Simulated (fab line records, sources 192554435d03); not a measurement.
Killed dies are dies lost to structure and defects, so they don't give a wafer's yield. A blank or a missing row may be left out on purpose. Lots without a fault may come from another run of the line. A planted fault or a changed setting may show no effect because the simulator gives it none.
fab line records | flow n5_finfet
record lots=8 wafers=23 last_day=17
route steps=1938 shown FIN_SAQP@131 BEOL_M4@1111 PASSIVATION@1936
lots that met no fault: from a run of the same line without faults
start_h: hours from the record's first day to the start of the lot's first wafer shown | wait_h: hours since the lot's step before | " the same as in the row above | L1.1+2: a row that stands for several wafers | - no value, or no start given | * or withheld: withheld | < > ~ a bound
route shown NAME@n: a module of which the file shows steps, and the number in the route of the first | usual: mean/standard deviation of fault-free wafers | same: alike in all rows | chamber/n: place in a boat | sites: the reading at each site | _std_site: their standard deviation | _edge_site: outer sites' mean less inner sites' | radius_mm: how far each site lies from the wafer's centre | mask NAME#n: copy n | behind: the tool/chamber that last shaped the wafer | hold: why the lot was held/for how many hours/how that ended | device: the transistor (n, p or np) that didn't switch | end of line: the same wafers' tests at the end of the route | a step without rows: its recipe alone | killed: dies lost to structure and defects at the first sort, not the wafer's yield | map: a wafer's dies, x killed, . not, _ none there
set.NAME: the setting as run; set.NAME@STEP: as run at that earlier step | model.NAME: the simulator's own value behind a step, which no gauge read
steps of the route over a sample of lots; a table a step, a row a wafer
services: from which hour (start_h, from the record's first day; less than 0 if before it) a tool's chamber was out of use, for how many hours, and why
## steps
# step N5_FIN_SAQP_MANDREL_ETCH_58
# recipe chemistry=HBr/Cl2 target=a-Si target_depth_a=450 bt_time_s=10 stop_on=SiNx mask_material=SiO2 over_etch_frac=0.8 time_s=27 pressure_mtorr=10 icp_w=800 bias_w=75 HBr_flow_sccm=150 Cl2_flow_sccm=80 ends=end_point
# usual HBr_flow_sccm=150.0/0.49 bias_w=75.01/0.24 drypump_motor_current_A=5.9/0.45 oes_product_au=0.697/0.014 throttle_valve_pct=35.69/0.2
# columns lot.wafer tool chamber start_h wait_h HBr_flow_sccm bias_w drypump_motor_current_A oes_product_au rf_hours_counter_h throttle_valve_pct
L940.1 rie_si-05 1 43.42 0.0 149.9 75.61 6.3 0.698 14 35.83
L940.2 " 2 " " 150.2 75.01 5.9 0.699 8 35.67
L940.3 " 0 " " 149.6 75.41 5.7 0.697 103 35.63
L942.1 rie_si-05 1 54.35 0.0 150.3 75.37 6.3 0.698 14 35.84
L942.3 " 0 " " 150.4 75.20 5.7 0.694 104 35.62
L942.5 " 1 " " 150.1 74.88 6.3 0.699 - 35.82
L944.2 rie_si-05 2 66.48 0.0 148.7 75.02 5.9 0.697 8 35.73
L944.3 " 3 " " 150.1 74.73 6.8 0.669 105 36.05
L944.4 " 0 " " 150.3 75.00 5.7 0.694 104 35.65
L945.3 rie_si-05 1 72.10 0.0 150.1 74.59 6.3 0.686 15 35.84
L945.4 " 2 " " 150.0 74.98 5.9 0.698 8 35.68
L945.6 " 0 " " 149.9 75.32 5.7 0.692 - 35.65
L946.1 rie_si-05 3 78.42 0.0 149.8 75.20 6.8 0.670 105 36.02
L946.4 " 1 " " 149.5 74.88 6.3 0.704 15 35.80
L946.5 " 0 " " 148.6 74.77 5.8 0.701 - 35.63
L953.1 rie_si-05 2 121.10 0.0 149.6 74.87 5.9 0.702 9 35.70
L953.4 " 1 " " 149.6 75.15 6.3 0.702 16 35.83
L953.5 " 3 " " 150.0 75.32 6.7 0.684 - 36.00
L955.2 rie_si-02 0 131.79 0.0 149.4 75.11 6.1 0.702 51 35.74
L955.6 " 2 " " 150.9 74.88 5.8 0.696 - 35.44
L958.3 rie_si-02 1 152.01 0.0 150.1 75.45 5.5 0.691 87 35.62
L958.5 " 3 " " 149.8 74.73 5.1 0.715 - 35.76
L958.6 " 0 " " 149.8 74.73 6.1 0.705 - 35.73
# step N5_FIN_SAQP_RECESS_71
# recipe chemistry=HF/NH3 target=SiO2 target_depth_a=30 afs_cycles=1 temp_c=30 sublimation_temp_c=180 sublimation_time_s=60
# usual drypump_motor_current_A=5.55/0.21 foreline_p_Torr=0.1280/0.00054 temp_c=29.98/0.12
# columns lot.wafer tool chamber start_h wait_h drypump_motor_current_A foreline_p_Torr temp_c
L940.1 vapor_etch-02 1 44.23 0.0 5.39 0.1273 29.81
L940.2 " 0 " " 5.39 0.1272 29.89
L940.3 " 1 " " 5.38 0.1266 30.13
L942.1 vapor_etch-02 1 55.09 0.0 5.37 0.1279 30.08
L942.3 " 1 " " 5.37 0.1282 29.99
L942.5 " 1 " " 5.38 0.1283 30.00
L944.2 vapor_etch-02 0 67.34 0.0 5.44 0.1280 30.15
L944.3 " 0 " " 5.42 0.1285 30.01
L944.4 " 1 " " 5.40 0.1280 30.14
L945.3 vapor_etch-02 0 72.84 0.1 5.41 0.1273 30.07
L945.4 " 1 " " 5.37 0.1281 29.95
L945.6 " 0 " " 5.40 0.1266 30.00
L946.1 vapor_etch-01 1 79.11 0.0 5.91 0.1282 29.98
L946.4 " 0 " " 5.61 0.1277 29.95
L946.5 " 0 " " 5.63 0.1276 29.94
L953.1 vapor_etch-01 1 121.79 0.0 5.91 0.1275 29.93
L953.4 " 0 " " 5.63 0.1280 29.84
L953.5 " 0 " " 5.63 0.1283 29.99
L955.2 vapor_etch-02 1 132.48 0.0 5.37 0.1275 29.94
L955.6 " 0 " " 5.41 0.1281 30.23
L958.3 vapor_etch-02 1 152.99 0.1 5.39 0.1288 29.99
L958.5 " 1 " " 5.39 0.1277 29.94
L958.6 " 0 " " 5.36 0.1282 30.21
# step N5_FIN_SAQP_ETCH_34
# recipe chemistry=C4F6/O2 target=SiO2 target_depth_a=450 time_s=15 ion_energy_ev=250 pressure_mtorr=30 source_w=345 bias_w=185 Ar_flow_sccm=300 C4F6_flow_sccm=10 O2_flow_sccm=10 ends=cleared
# usual C4F6_flow_sccm=10.00/0.034 O2_flow_sccm=9.997/0.029 drypump_motor_current_A=5.8/0.35 etch_rf_on_time_s=14.97/0.25 oes_product_au=0.69/0.096 rf_vpp_V=675/10 showerhead_plenum_p_Torr=2.90/0.076 throttle_valve_pct=21.11/0.26
# columns lot.wafer tool chamber start_h wait_h C4F6_flow_sccm O2_flow_sccm drypump_motor_current_A etch_rf_on_time_s oes_product_au rf_hours_counter_h rf_vpp_V showerhead_plenum_p_Torr throttle_valve_pct
L940.1 rie_diel-02 1 45.20 0.0 10.00 9.981 5.5 15.18 0.65 152 667 2.97 21.42
L940.2 " 0 " " 10.00 10.018 6.0 14.93 0.84 3 672 2.91 20.77
L940.3 " 3 " " 9.98 9.993 5.5 15.32 0.60 230 661 2.93 20.93
L942.1 rie_diel-06 2 56.33 0.0 9.97 10.026 5.7 14.99 0.58 245 670 2.80 21.22
L942.3 " 1 " " 10.01 10.042 6.5 15.31 0.59 221 682 2.91 21.45
L942.5 " 0 " " 10.02 10.013 6.2 14.93 0.56 - 677 2.80 21.45
L944.2 rie_diel-06 3 68.87 0.0 - - - - - - - - -
L944.3 " 0 " " - - - - - - - - -
L944.4 " 3 " " - - - - - - - - -
L945.3 rie_diel-02 1 73.58 0.0 - - - - - - - - -
L945.4 " 0 " " - - - - - - - - -
L945.6 " 0 " " - - - - - - - - -
L946.1 rie_diel-02 3 80.03 0.0 - - - - - - - - -
L946.4 " 2 " " - - - - - - - - -
L946.5 " 1 " " - - - - - - - - -
L953.1 rie_diel-06 0 122.57 0.0 9.98 9.990 6.2 14.48 0.83 3 677 2.80 21.19
L953.4 " 2 " " 9.96 9.978 5.7 14.74 0.79 - 670 2.79 20.93
L953.5 " 0 " " 9.99 9.995 6.2 14.48 0.82 - 677 2.80 21.18
L955.2 rie_diel-06 2 133.26 0.0 9.96 10.048 5.7 15.06 0.77 26 670 2.79 20.93
L955.6 " 0 " " 10.01 9.994 6.2 14.59 0.81 - 677 2.79 21.20
L958.3 rie_diel-06 0 154.43 0.0 10.04 10.018 6.2 14.39 0.79 17 679 2.79 21.22
L958.5 " 1 " " 10.07 10.001 6.5 15.01 0.81 - 679 2.90 21.13
L958.6 " 0 " " 10.02 9.955 6.2 14.39 0.78 - 675 2.79 21.19
# step N5_FIN_SAQP_HM_CD_35
# recipe target_cd_nm=8 polarity=line
# usual cd_nm=8.17/0.24
# columns lot.wafer tool chamber start_h wait_h cd_nm
L940.1 cd_sem-01 - 45.35 0.1 7.92
L940.2 " - " " 8.04
L940.3 " - " " 8.10
L942.1 cd_sem-01 - 56.48 0.1 7.93
L942.3 " - " " 8.25
L942.5 " - " " 8.17
L944.2 cd_sem-03 - 69.02 0.1 -
L944.3 " - " " -
L944.4 " - " " -
L945.3 cd_sem-01 - 73.74 0.1 -
L945.4 " - " " -
L945.6 " - " " -
L946.1 cd_sem-02 - 80.18 0.1 -
L946.4 " - " " -
L946.5 " - " " -
L953.1 cd_sem-03 - 122.72 0.1 8.08
L953.4 " - " " 7.91
L953.5 " - " " 8.33
L955.2 cd_sem-03 - 133.41 0.1 8.39
L955.6 " - " " 8.37
L958.3 cd_sem-02 - 154.58 0.1 8.18
L958.5 " - " " 8.40
L958.6 " - " " 7.83
# step N5_FIN_SAQP_ETCH_64
# recipe chemistry=CF4 target=SiO2 target_depth_a=15 ion_energy_ev=350 pressure_mtorr=10 icp_w=800 bias_w=400 cf4_flow_sccm=80
# usual bias_w=400.0/0.99 cf4_flow_sccm=80.01/0.25 drypump_motor_current_A=5.9/0.43 oes_product_au=1.000/0.019 throttle_valve_pct=21.89/0.18
# columns lot.wafer tool chamber start_h wait_h bias_w cf4_flow_sccm drypump_motor_current_A oes_product_au rf_hours_counter_h throttle_valve_pct
L940.1 rie_si-04 1 45.39 0.0 399.1 80.04 5.5 0.976 26 21.82
L940.2 " 0 " " 399.1 79.76 6.1 0.984 94 21.85
L940.3 " 2 " " 401.0 80.03 5.8 1.033 194 21.67
L942.1 rie_si-05 2 56.53 0.0 399.3 79.69 5.9 1.007 8 22.11
L942.3 " 0 " " 400.6 79.93 5.7 1.001 104 21.71
L942.5 " 3 " " 400.2 80.05 6.7 0.969 - 22.16
L944.2 rie_si-02 0 69.07 0.0 400.3 80.25 6.1 1.032 50 21.88
L944.3 " 1 " " 401.4 80.01 5.4 0.992 85 21.78
L944.4 " 2 " " 400.1 80.01 5.7 1.031 188 21.51
L945.3 rie_si-05 2 73.78 0.0 399.7 80.35 5.9 1.016 8 22.10
L945.4 " 3 " " 400.3 80.38 6.7 0.970 105 22.19
L945.6 " 1 " " 399.4 79.73 6.3 1.007 - 22.06
L946.1 rie_si-02 3 80.22 0.0 400.8 79.76 5.1 1.015 18 21.84
L946.4 " 2 " " 400.9 80.01 5.7 1.015 - 21.49
L946.5 " 1 " " 397.9 79.81 5.5 0.975 - 21.76
L953.1 rie_si-04 2 122.77 0.0 398.9 80.22 5.8 1.028 195 21.67
L953.4 " 1 " " 399.0 80.13 5.5 0.967 27 21.83
L953.5 " 0 " " 399.5 79.40 6.1 0.990 - 21.83
L955.2 rie_si-04 3 133.46 0.0 398.9 79.96 5.7 1.012 54 21.92
L955.6 " 2 " " 401.1 80.13 5.8 1.018 - 21.66
L958.3 rie_si-02 3 154.62 0.0 401.3 79.80 5.0 1.003 19 21.85
L958.5 " 0 " " 402.6 80.02 6.1 1.015 - 21.91
L958.6 " 3 " " 400.5 80.02 5.1 1.003 - 21.85
# step N5_FIN_SAQP_OCD_MEAS_76
# usual trench_depth_nm=120.2/1.5
# columns lot.wafer tool chamber start_h wait_h trench_depth_nm
L940.1 ocd-02 - 45.63 0.0 120.2
L940.2 " - " " 121.8
L940.3 " - " " 121.2
L942.1 ocd-02 - 56.77 0.0 119.9
L942.3 " - " " 120.6
L942.5 " - " " 120.6
L944.2 ocd-01 - 69.31 0.0 0.5
L944.3 " - " " 0.1
L944.4 " - " " 0.3
L945.3 ocd-02 - 74.02 0.0 0
L945.4 " - " " 0
L945.6 " - " " 0
L946.1 ocd-02 - 80.46 0.0 0.1
L946.4 " - " " 0.5
L946.5 " - " " 0
L953.1 ocd-02 - 123.01 0.0 117.8
L953.4 " - " " 117.4
L953.5 " - " " 122.0
L955.2 ocd-02 - 133.70 0.0 120.4
L955.6 " - " " 120.7
L958.3 ocd-02 - 154.87 0.0 118.9
L958.5 " - " " 121.0
L958.6 " - " " 119.2
# step N5_BEOL_M4_RC_MEAS_101
# usual DIBL_N=36.9/1.7 DIBL_P=37.3/2.3 IOFF_N=0.16/0.033 IOFF_P=0.22/0.04 ION_N=673/12 ION_P=463/8 SS_N=71.6/0.58 SS_P=73.4/0.74 VT_N=250/3.2 VT_P=-250/3.4
# columns lot.wafer tool chamber start_h wait_h DIBL_N[mV/V] DIBL_P[mV/V] IOFF_N[nA/um] IOFF_P[nA/um] ION_N[uA/um] ION_P[uA/um] SS_N[mV/dec] SS_P[mV/dec] VT_N[mV] VT_P[mV]
L940.1 prober-02 0 186.13 0.0 37.3 38.3 0.18 0.23 676 460 72.1 73.7 249 -249
L940.2 " 0 " " 36.1 37.8 0.16 0.22 668 464 71.6 72.9 252 -250
L940.3 " 0 " " 36.7 38.3 0.18 0.24 684 475 72.0 72.8 247 -249
L942.1 prober-01 0 199.07 0.0 36.9 36.3 0.17 0.20 665 451 71.1 73.1 251 -252
L942.3 " 0 " " 34.3 33.5 0.14 0.17 684 461 70.8 73.1 250 -257
L942.5 " 0 " " 35.0 33.1 0.13 0.16 660 446 71.4 72.3 253 -257
L953.1 prober-02 0 267.15 0.0 36.6 36.8 0.16 0.22 674 465 72.5 73.8 251 -250
L953.4 " 0 " " 34.0 33.8 0.12 0.17 660 457 71.4 72.9 254 -254
L953.5 " 0 " " 36.0 36.7 0.16 0.21 693 469 71.6 73.8 249 -249
L955.2 prober-01 0 271.95 0.2 36.9 35.1 0.13 0.20 654 456 71.3 73.8 256 -252
L955.6 " 0 " " 35.7 34.5 0.13 0.19 661 453 71.7 73.3 252 -251
L958.3 prober-01 0 308.31 0.3 34.2 36.0 0.12 0.19 669 467 71.6 72.4 256 -254
L958.5 " 0 " " 39.0 41.1 0.20 0.27 677 465 72.0 73.9 246 -248
L958.6 " 0 " " 36.4 37.0 0.14 0.21 667 464 71.3 73.9 254 -248
# step N5_PASSIVATION_PROBE_49
# usual defect_limited_yield=91.2/1.3 killed_at_M0_to_M3=34/10 killed_at_M4_up=13/4.6 killed_at_contacts=13/5.5 killed_at_front_end=41/12 killed_at_other=2.8/2.4 killed_dies=104/16 killed_on_rim=14/4.2 killed_open=67/12 killed_short=33/7.2 sort_bin_5_function=5.1/0.86 sort_bin_6_memory=3.3/0.62 sort_n_pass=1076/16 sort_yield_pct=91.2/1.3
# same gross_dies=1180 killed_at_back_side=0 sort_bin_4_leakage[%]=0 sort_bin_8_speed[%]=0
# columns lot.wafer tool chamber start_h wait_h defect_limited_yield[%] killed_at_M0_to_M3 killed_at_M4_up killed_at_contacts killed_at_front_end killed_at_other killed_dies killed_on_rim killed_open killed_short sort_bin_5_function[%] sort_bin_6_memory[%] sort_n_pass sort_yield_pct[%]
L944.2 prober-01 - 322.53 0.1 0 16 18 11 1133 2 1180 152 59 23 96.7 3.0 0 0
L944.3 prober-01 - 322.58 0.1 0 44 9 29 1095 3 1180 152 74 36 96.4 3.0 0 0
L944.4 prober-01 - 322.63 0.2 0 18 11 5 1143 3 1180 152 51 25 97.8 1.9 0 0
L945.3 prober-01 - 326.19 0.1 0 22 10 9 1136 3 1180 152 54 33 96.9 2.6 0 0
L945.4 prober-01 - 326.24 0.2 0 29 8 10 1133 0 1180 152 52 30 97.2 2.6 0 0
L945.6 prober-01 - 326.34 0.3 0 30 11 21 1115 3 1180 152 57 35 96.9 2.9 0 0
L946.1 prober-02 - 338.61 0.0 0 41 10 9 1116 4 1180 152 63 35 97.0 2.8 0 0
L946.4 prober-02 - 338.76 0.2 0 47 22 5 1103 3 1180 152 79 30 96.4 3.5 0 0
L946.5 prober-02 - 338.81 0.2 0 45 16 11 1104 4 1180 152 89 36 95.5 4.2 0 0
# killed by level:class
L944.2 FIN_SAQP:area_etch=1098 FIN_SAQP:geometric_particle:open=14 MOL_CONTACT_COAG:geometric_particle:open=11 BEOL_M4:geometric_particle:open=9 BEOL_M3:geometric_particle:open=7 FIN_SAQP:geometric_particle:short=6 STI_FIN_REVEAL:geometric_particle:open=4 DUMMY_GATE:geometric_particle:open=4
L944.3 FIN_SAQP:area_etch=1069 MOL_CONTACT_COAG:geometric_particle:open=22 BEOL_M3:geometric_particle:open=15 BEOL_M0_SAQP:geometric_particle:short=10 MOL_CONTACT_COAG:geometric_particle:short=7 BEOL_M2:geometric_particle:open=6 BEOL_M0_SAQP:geometric_particle:open=5 FIN_SAQP:geometric_particle:open=4
L944.4 FIN_SAQP:area_etch=1104 FIN_SAQP:geometric_particle:open=11 STI_FIN_REVEAL:geometric_particle:open=6 BEOL_M1:geometric_particle:open=6 BEOL_M4:geometric_particle:open=6 DUMMY_GATE:geometric_particle:open=5 MOL_CONTACT_COAG:geometric_particle:open=5 BEOL_M0_SAQP:geometric_particle:open=4
L945.3 FIN_SAQP:area_etch=1089 STI_FIN_REVEAL:geometric_particle:open=11 GATE_CUT:geometric_particle:short=9 FIN_SAQP:geometric_particle:open=8 MOL_CONTACT_COAG:geometric_particle:open=7 BEOL_M0_SAQP:geometric_particle:short=6 DUMMY_GATE:geometric_particle:open=4 BEOL_M1:geometric_particle:open=4
L945.4 FIN_SAQP:area_etch=1096 MOL_CONTACT_COAG:geometric_particle:open=8 GATE_CUT:geometric_particle:short=7 BEOL_M1:geometric_particle:open=7 BEOL_M3:geometric_particle:open=5 FIN_SAQP:geometric_particle:open=4 GATE_CUT:geometric_particle:open=4 BEOL_M0_SAQP:geometric_particle:open=4
L945.6 FIN_SAQP:area_etch=1084 MOL_CONTACT_COAG:geometric_particle:open=14 BEOL_M0_SAQP:geometric_particle:short=8 MOL_CONTACT_COAG:geometric_particle:short=7 GATE_CUT:geometric_particle:short=6 BEOL_M1:geometric_particle:open=6 GATE_CUT:geometric_particle:open=5 BEOL_M0_SAQP:geometric_particle:open=5
L946.1 FIN_SAQP:area_etch=1082 BEOL_M1:geometric_particle:open=14 STI_FIN_REVEAL:geometric_particle:open=9 BEOL_M0_SAQP:geometric_particle:short=7 BEOL_M4:geometric_particle:open=7 STARTING-WAFER:geometric_particle:short=7 BEOL_M2:geometric_particle:open=6 BEOL_M0_SAQP:geometric_particle:open=5
L946.4 FIN_SAQP:area_etch=1071 BEOL_M0_SAQP:geometric_particle:open=15 BEOL_M2:geometric_particle:open=9 STI_FIN_REVEAL:geometric_particle:open=8 BEOL_M4:geometric_particle:open=8 FIN_SAQP:geometric_particle:open=6 BEOL_M0_SAQP:geometric_particle:short=6 BEOL_M3:geometric_particle:open=6
L946.5 FIN_SAQP:area_etch=1055 BEOL_M0_SAQP:geometric_particle:open=13 STI_FIN_REVEAL:geometric_particle:open=11 BEOL_M2:geometric_particle:open=11 MOL_CONTACT_COAG:geometric_particle:open=9 FIN_SAQP:geometric_particle:short=8 BEOL_M4:geometric_particle:open=8 FIN_SAQP:geometric_particle:open=7
## services
# columns tool chamber start_h hours kind
rie_diel-02 0 22.74 - clean
rie_diel-02 0 22.74 - consumable_replace:focus_ring
rie_diel-02 0 22.74 17.4 scheduled_down
rie_diel-02 0 22.74 17.4 vent_cycle
rie_diel-06 0 29.58 8.5 repair
rie_diel-06 - 31.87 2.8 pm
rie_diel-02 2 41.97 - clean
rie_diel-06 2 67.29 - clean
rie_diel-06 2 67.29 - consumable_replace:focus_ring
rie_diel-06 2 67.29 14.4 scheduled_down
rie_diel-06 2 67.29 14.4 vent_cycle
rie_si-04 1 75.23 28.2 repair
rie_si-02 3 75.35 4.4 repair
rie_diel-06 0 89.21 9.2 repair
rie_diel-06 0 98.67 - clean
rie_diel-06 0 98.67 - consumable_replace:focus_ring
rie_diel-06 0 98.67 14.5 scheduled_down
rie_diel-06 0 98.67 14.5 vent_cycle
rie_si-02 - 102.08 2.8 pm
rie_si-02 3 109.28 2.6 repair
rie_diel-06 1 113.60 - clean
rie_diel-06 1 113.60 - consumable_replace:focus_ring
rie_diel-06 1 113.60 19.9 scheduled_down
rie_diel-06 1 113.60 19.9 vent_cycle
## key
first_sign step=N5_FIN_SAQP_ETCH_34 reading=tool_record direction=missing
effect step=N5_FIN_SAQP_HM_CD_35 reading=cd_nm direction=missing
effect step=N5_FIN_SAQP_OCD_MEAS_76 reading=trench_depth_nm direction=down sigmas=80 usual=120.2 struck=0.2
effect step=N5_PASSIVATION_PROBE_49 reading=sort_bin_5_function direction=up sigmas=99+ usual=5.1 struck=96.8
more_kills_born_at N5_FIN_SAQP_ETCH_34@rie_diel-02=6477 N5_FIN_SAQP_ETCH_34@rie_diel-06=3271
met_at N5_FIN_SAQP_ETCH_34
struck_lots L944,L945,L946
later_rows_left_out L944.2,L944.3,L944.4,L945.3,L945.4,L945.6,L946.1,L946.4,L946.5
not_acting_at N5_FIN_SAQP_MANDREL_ETCH_58,N5_FIN_SAQP_RECESS_71,N5_FIN_SAQP_ETCH_64
onset_between 56.33 68.87
fault kind=skipped_step_whole tool=rie_diel-02,rie_diel-06 chamber=- onset_h=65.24 steps=N5_FIN_SAQP_ETCH_34 scope=struck_lots_only
# later_rows_left_out: the simulator's readings of these wafers behind a module that went badly wrong aren't trusted and aren't shown, but for the sort
